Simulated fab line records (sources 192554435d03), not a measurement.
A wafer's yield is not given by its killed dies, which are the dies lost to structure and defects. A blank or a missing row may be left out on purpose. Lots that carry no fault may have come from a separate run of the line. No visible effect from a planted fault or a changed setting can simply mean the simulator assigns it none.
Matching of chambers    flow n5_finfet    4 sister chambers for N5_BEOL_M9_ETCH_76 on rie_diel-06
The step etches underlayer in N2/H2, target depth 6.5 nm, time 5.2 s. 8 wafers are shown with their chamber, then 12 later ones without.

## WAFERS WITH THEIR CHAMBER
wafer   chamber  showerhead_plenum_p_Torr (Torr)  throttle_valve_pct (%)
L079.3  1        2.66                             18.48
L085.2  1        2.65                             18.53
L089.1  2        2.70                             17.66
L089.4  3        2.46                             17.99
L089.5  0        2.59                             17.98
L088.1  0        2.59                             18.00
L088.2  3        2.46                             17.97
L088.5  2        2.69                             17.66

## WAFERS WHOSE CHAMBER IS MISSING
wafer   showerhead_plenum_p_Torr (Torr)  throttle_valve_pct (%)
L090.2  2.65                             18.56
L090.3  2.69                             17.66
L090.5  2.69                             17.64
L096.2  2.58                             18.04
L096.4  2.69                             17.68
L096.5  2.58                             18.02
L097.3  2.58                             18.03
L097.5  2.45                             18.01
L097.6  2.58                             17.99
L091.3  2.58                             18.01
L091.4  2.45                             18.03
L091.5  2.68                             17.69

## WHICH CHAMBER EACH WENT THROUGH
wafer   from the rows above  in truth
L090.2  1                    1
L090.3  2                    2
L090.5  2                    2
L096.2  0                    0
L096.4  2                    2
L096.5  0                    0
L097.3  0                    0
L097.5  3                    3
L097.6  0                    0
L091.3  0                    0
L091.4  3                    3
L091.5  2                    2
Correctly placed: 12 of 12. Left unplaced by these rows: 0. Placed wrongly: 0.
How it was worked out, from the rows above alone: a wafer's distance from a chamber is the root of the sum, over the readings, of the square of ((its reading less the chamber's mean) divided by the reading's scatter). The wafer belongs to the nearest chamber; if the next one is less than 2 further off, it can't be placed. The mean given for a chamber averages the wafers shown for that chamber. The scatter: take each reading less its chamber's mean, square it, sum over the shown wafers, divide by the number of wafers less the number of chambers, and take the root.
